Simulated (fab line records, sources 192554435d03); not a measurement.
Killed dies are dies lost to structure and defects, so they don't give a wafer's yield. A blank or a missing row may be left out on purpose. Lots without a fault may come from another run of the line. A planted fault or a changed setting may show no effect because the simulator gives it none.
Split-lot experiment | flow n5_finfet | 7 lots, 39 wafers read, on a route of 1938 steps

THE SPLIT
At N5_BEOL_M14_ILD_DEP_00 (deposits SiO2 from TEOS/O2, target thk 1119.3 nm, time 237.4 s), the setting time_s was moved away from the recipe's 237.4 s on 18 of the 39 wafers read, by -53.1% to +39.1%. The other wafers ran this setting at the recipe's value.

FROM THE SPLIT TO THE READING: what the file shows between them, 10 steps
- N5_BEOL_M14_THK_MEAS_01
- N5_BEOL_M14_COAT_58: time 60 s, resist thk 89 nm
- N5_BEOL_M14_COAT_04: resist thk 800 nm
- N5_BEOL_M14_DESCUM_15: chemistry O2, time 7.9 s
- N5_BEOL_M14_ETCH_59: etches BARC in N2/H2, target depth 89 nm, overetch 26.7 nm, time 67.9 s
- N5_BEOL_M14_VIA_ETCH_16: etches SiO2 in C4F8/O2/Ar, target depth 1231.3 nm
- N5_BEOL_M14_STRIP_63: strips in O2
- N5_BEOL_M14_STRIP_64: strips in O2
- N5_BEOL_M14_STRIP_71: strips in post etch residue remover, time 60 s
- N5_BEOL_M14_SRD_72: time 30 s, dry time 30 s

THE READING
cd_nm, in nm, at N5_BEOL_M14_CD_MEAS_17 (target cd 250 nm). Fault-free wafers of this fab line usually give 250.5 nm, standard deviation 1.6 nm.

wafer  | tool, chamber at the split | time_s as run, s | against the recipe | cd_nm, nm | against lot-mates on the recipe
L083.1 | pecvd-04, 2                | 135.6            | -42.9%             | 247.2     | -2.8
L083.2 | pecvd-04, 1                | 237.4            | recipe             | 248.4     | -
L083.3 | pecvd-04, 0                | 135.6            | -42.9%             | 246.9     | -3.1
L083.4 | pecvd-04, 2                | 135.6            | -42.9%             | 247.0     | -3.0
L083.5 | pecvd-04, 0                | 237.4            | recipe             | 250.3     | -
L083.6 | pecvd-04, 1                | 237.4            | recipe             | 251.2     | -
L085.1 | pecvd-04, 2                | 289.9            | +22.1%             | 254.9     | +3.1
L085.2 | pecvd-04, 0                | 237.4            | recipe             | 252.4     | -
L085.3 | pecvd-04, 1                | 237.4            | recipe             | 251.0     | -
L085.4 | pecvd-04, 0                | 237.4            | recipe             | 252.0     | -
L085.5 | pecvd-04, 2                | 289.9            | +22.1%             | 253.7     | +1.9
L085.6 | pecvd-04, 1                | 289.9            | +22.1%             | 254.0     | +2.2
L086.1 | pecvd-04, 0                | 237.4            | recipe             | 251.5     | -
L086.2 | pecvd-04, 1                | 237.4            | recipe             | 251.1     | -
L086.3 | pecvd-04, 2                | 237.4            | recipe             | 250.8     | -
L086.4 | pecvd-04, 1                | 111.3            | -53.1%             | 244.9     | -6.2
L086.5 | pecvd-04, 0                | 111.3            | -53.1%             | 244.3     | -6.8
L086.6 | pecvd-04, 2                | 111.3            | -53.1%             | 246.4     | -4.7
L087.1 | pecvd-02, 0                | 237.4            | recipe             | 252.2     | -
L087.2 | pecvd-02, 1                | 237.4            | recipe             | 252.8     | -
L087.3 | pecvd-02, 2                | 237.4            | recipe             | 252.5     | -
L087.4 | pecvd-02, 2                | 306.6            | +29.1%             | 256.4     | +3.9
L087.5 | pecvd-02, 0                | 306.6            | +29.1%             | 253.7     | +1.2
L087.6 | pecvd-02, 1                | 306.6            | +29.1%             | 253.9     | +1.4
L088.1 | pecvd-01, 1                | 237.4            | recipe             | 252.7     | -
L088.4 | pecvd-01, 1                | 237.4            | recipe             | 252.0     | -
L088.5 | pecvd-01, 0                | 237.4            | recipe             | 250.7     | -
L091.1 | pecvd-04, 2                | 237.4            | recipe             | 250.8     | -
L091.2 | pecvd-04, 0                | 277.2            | +16.8%             | 254.4     | +2.7
L091.3 | pecvd-04, 1                | 277.2            | +16.8%             | 253.6     | +1.9
L091.4 | pecvd-04, 1                | 237.4            | recipe             | 251.8     | -
L091.5 | pecvd-04, 2                | 277.2            | +16.8%             | 251.6     | -0.1
L091.6 | pecvd-04, 0                | 237.4            | recipe             | 252.6     | -
L095.1 | pecvd-04, 2                | 237.4            | recipe             | 250.1     | -
L095.2 | pecvd-04, 0                | 330.3            | +39.1%             | 252.2     | +2.5
L095.3 | pecvd-04, 1                | 237.4            | recipe             | 250.3     | -
L095.4 | pecvd-04, 2                | 330.3            | +39.1%             | 253.0     | +3.3
L095.5 | pecvd-04, 0                | 330.3            | +39.1%             | 252.3     | +2.6
L095.6 | pecvd-04, 1                | 237.4            | recipe             | 248.8     | -

THE FIT
A straight line over all 39 wafers: cd_nm changes by +0.096 nm for each +1% of time_s; r = +0.87; the points scatter about the line by 1.3 nm.
The same after taking each lot's own level away (the mean of its wafers on the recipe; 39 wafers): +0.0885 nm for each +1%; r = +0.92; scatter 0.93 nm.
On that fit, the largest move of time_s shifts the reading by 4.7 nm.
The lots' own levels span 249.73 to 252.50 nm, that is 1.7 times the standard deviation above.
So the lot-to-lot level changes the slope little: the two slopes agree.
Check: with one of the wafers moved furthest among these (-53.1%) left out of the fit, the line predicts -4.52 nm for it against its lot-mates. It came out at -6.23 nm against them.

OTHER SPLITS ON THESE WAFERS
These wafers also went through other splits before the reading. Each is held against what the fit with the lots' levels taken away leaves over:
other split on the same wafers | wafers away from the commonest value | r with cd_nm (lot level and that fit taken away)
N5_BEOL_M9_ILD_DEP_00 time_s   | 18                                   | +0.07
N5_BEOL_M10_ALD_74 ald_cycles  | 18                                   | -0.20

THE WHOLE CHAIN: every reading that the file lists as answering this split, in the file's order
step                    | what it does                                                   | reading                                                                             | change (the file's fit)                | r (the file's)
N5_BEOL_M14_ILD_DEP_00  | deposits SiO2 from TEOS/O2, target thk 1119.3 nm, time 237.4 s | SiO2_of_BEOL_M14_ILD_DEP_00.thk_nm (the simulator's own value, which no gauge read) | +11.2 nm for each +1% of the setting   | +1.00
N5_BEOL_M14_THK_MEAS_01 |                                                                | M14_ILD_THK                                                                         | +11.2 for each +1% of the setting      | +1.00
N5_BEOL_M14_VIA_ETCH_16 | etches SiO2 in C4F8/O2/Ar, target depth 1231.3 nm              | etch.depth_nm (the simulator's own value, which no gauge read)                      | +11.2 nm for each +1% of the setting   | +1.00
N5_BEOL_M14_VIA_ETCH_16 | etches SiO2 in C4F8/O2/Ar, target depth 1231.3 nm              | coat_of_BEOL_M14_COAT_04.thk_nm (the simulator's own value, which no gauge read)    | -2.65 nm for each +1% of the setting   | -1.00
N5_BEOL_M14_CD_MEAS_17  | target cd 250 nm                                               | cd_nm                                                                               | +0.0885 nm for each +1% of the setting | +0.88

THE FILE'S OWN FIT
cd_nm changes by +0.0885 nm for each +1% of time_s, r = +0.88.
